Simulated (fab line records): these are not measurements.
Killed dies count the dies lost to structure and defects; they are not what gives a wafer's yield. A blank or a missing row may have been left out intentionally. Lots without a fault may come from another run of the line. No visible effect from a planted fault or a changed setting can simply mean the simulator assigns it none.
Struck lot and sound lot, side by side + flow n5 finfet + 37 steps out of a route of 1938
Sound: these wafers, L917.3, L917.4, L917.5. Wafers struck: L914.3, L914.5, L914.6. The cause is named last.
For every step that has rows: the tool of each side, followed by ch and its chambers, followed by its first start. Under that, the readings that differ: sound wafers + struck wafers + difference of the means + sigmas: that difference in standard deviations of wafers without a fault.
alike: a reading whose means differ by less than 2 such deviations, as well as words and numbers matching on both sides. not compared: withheld readings; readings where some wafer has no value; bounds like >300 that might hide an equal value; numbers whose values overlap and for which the record gives no deviation.
Wherever a step has rows on one side only, a row that says differs or no value, or a row with sigmas, the two part there. Numbers that have no deviation but don't overlap get no sigmas and don't part them. A reading that every wafer of one side lacks parts them only if that side has two wafers or more.

first, 9 steps without rows for these wafers: N5_WELL_APT_EBR_04; N5_WELL_APT_SOFTBAKE_03 (time 60 s); N5_WELL_APT_EXPOSE_05 (exposes mask NWELL, defocus 0 nm, target cd 200 nm); N5_WELL_APT_PEB_06 (peb time 90 s); N5_WELL_APT_DEVELOP_07 (develop time 45 s); N5_WELL_APT_HARDBAKE_12 (time 120 s); N5_WELL_APT_DESCUM_13 (chemistry O2, time 7.9 s); N5_WELL_APT_IMPLANT_14; N5_WELL_APT_IMPLANT_15.
N5_WELL_APT_STRIP_16: strips in SPM, time 900 s.
  sound on wet bench-03 ch 2,6,7, day 2 20:25; struck on wet bench-02 ch 0,4,7, day 2 02:10
  no value came back on the struck wafers for bath guard temp C (C), bath heat duty pct (%), time s (s); on the sound wafers bath guard temp C (C) reads 129.8 129.4 130.3
| reading                                    | sound | struck            | difference | sigmas |
|--------------------------------------------|-------|-------------------|------------|--------|
| model.coat_of_WELL_APT_COAT_02.thk nm (nm) | 0 0 0 | 931.3 933.3 933.8 | +932.8     |        |
then, 25 steps without rows for these wafers: N5_WELL_APT_HMDS_18 (time 60 s); N5_WELL_APT_COAT_19 (resist thk 950 nm); N5_WELL_APT_EBR_21; N5_WELL_APT_SOFTBAKE_20 (time 60 s); N5_WELL_APT_EXPOSE_22 (exposes mask PWELL, defocus 0 nm, target cd 200 nm); N5_WELL_APT_PEB_23 (peb time 90 s); N5_WELL_APT_DEVELOP_24 (develop time 45 s); N5_WELL_APT_HARDBAKE_29 (time 120 s); N5_WELL_APT_DESCUM_30 (chemistry O2, time 7.9 s); N5_WELL_APT_IMPLANT_31; N5_WELL_APT_IMPLANT_32; N5_WELL_APT_STRIP_33 (strips in SPM, time 900 s); N5_WELL_APT_RTA_34 (time 10 s); N5_WELL_APT_OXIDE_STRIP_42 (strips SiO2 in dHF, time 45 s, target depth 12 nm); N5_WELL_APT_PRECLEAN_36 (cleans in O3/DIW, time 45 s); N5_WELL_APT_PRECLEAN_39 (cleans in dHF, time 60 s); N5_WELL_APT_SRD_37 (time 30 s); N5_WELL_APT_EPI_41 (deposits Si from SiH4/H2, target thk 50 nm, time 297.7 s); N5_PMOS_HMC_CHANNEL_EPI_HM_DEP_34 (deposits SiO2 from TEOS/O2, target thk 36 nm, time 6.9 s); N5_PMOS_HMC_CHANNEL_EPI_COAT_31 (time 60 s, resist thk 66 nm); N5_PMOS_HMC_CHANNEL_EPI_COAT_03 (resist thk 205 nm); N5_PMOS_HMC_CHANNEL_EPI_EBR_05; N5_PMOS_HMC_CHANNEL_EPI_SOFTBAKE_04 (time 60 s); N5_PMOS_HMC_CHANNEL_EPI_EXPOSE_06 (exposes mask PMOS HMC BLK, target cd 240 nm); N5_PMOS_HMC_CHANNEL_EPI_PEB_07 (peb time 60 s).
-- the record jumps here: 6 days lie between the struck wafers' starts before and after (it left off in module PMOS_HMC_CHANNEL_EPI and takes up again in module BEOL_M4, whose first step shown is number 1111 of the route) --
N5_BEOL_M4_RC_MEAS_101:
  sound on prober-01 ch 0, day 9 08:49; struck on prober-02 ch 0, day 7 22:05
| reading             | sound                      | struck                       | difference                    | sigmas      |
|---------------------|----------------------------|------------------------------|-------------------------------|-------------|
| CJ_N                | 4.49 4.45 4.56             | 0.09 0.09 0.09               | -4.41                         | -48         |
| DIBL_N (mV/V)       | 33.9 36.0 33.7             | 90.9 92.6 85.6               | +55.2                         | +31         |
| IOFF_N (nA/um)      | 0.12 0.15 0.12             | 16.48 22.20 13.79            | +17.36                        | +99 or more |
| IOFF_N_85C (nA/um)  | 2.5 2.9 2.4                | 151.6 192.8 129.0            | +155.2                        | +99 or more |
| IOFF_N_LIN (nA/um)  | 0.060 0.068 0.055          | 0.934 1.182 0.831            | +0.921                        | +71         |
| IOFF_N_LONG (nA/um) | 5.37e-05 5.31e-05 5.23e-05 | 0.0001027 0.0001017 0.000103 | +0.0000494                    | +22         |
| ION_N (uA/um)       | 660 662 644                | 694 710 707                  | +48                           | +4          |
| RS_PWELL (ohm/sq)   | 3015 3004 3004             | - - -                        | no value on the struck wafers |             |
| SS_N (mV/dec)       | 71.9 72.1 71.0             | 139.0 137.0 136.4            | +65.8                         | +99 or more |
| VT_N (mV)           | 252 253 255                | 240 236 239                  | -15                           | -4          |
| VT_N_LVT (mV)       | 102 101 104                | 89 84 88                     | -15                           | -4          |
  alike: DIBL_P, IOFF_P, ION_P, SS_P, VT_P
-- here the record skips 4 days between the struck wafers' starts before and after, leaving off in module BEOL_M4 and picking up in module PASSIVATION (first step shown: number 1936 of the route) --
N5_PASSIVATION_PROBE_49:
  struck on prober-02, day 12 06:12; sound on prober-01, day 13 11:36
| reading                | sound          | struck            | difference | sigmas      |
|------------------------|----------------|-------------------|------------|-------------|
| sort_bin_4_leakage (%) | 0 0 0          | 92.20 91.27 93.39 | +92.29     | +99 or more |
| sort n pass            | 1058 1057 1080 | 0 0 0             | -1065      | -63         |
| sort yield pct (%)     | 89.7 89.6 91.5 | 0 0 0             | -90        | -60         |
  alike: defect limited yield, killed_at_M0_to_M3, killed_at_M4_up, killed at contacts, killed at front end, killed at other, killed dies, killed open, killed short, sort_bin_5_function, sort_bin_6_memory

WHERE THEY PART
Last at N5_PASSIVATION_PROBE_49 as far as this record goes, first at N5_WELL_APT_STRIP_16.

WHY: the cause the simulator had injected
Skipped step whole: wet bench-02, from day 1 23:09 on, at N5_WELL_APT_STRIP_16. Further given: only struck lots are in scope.
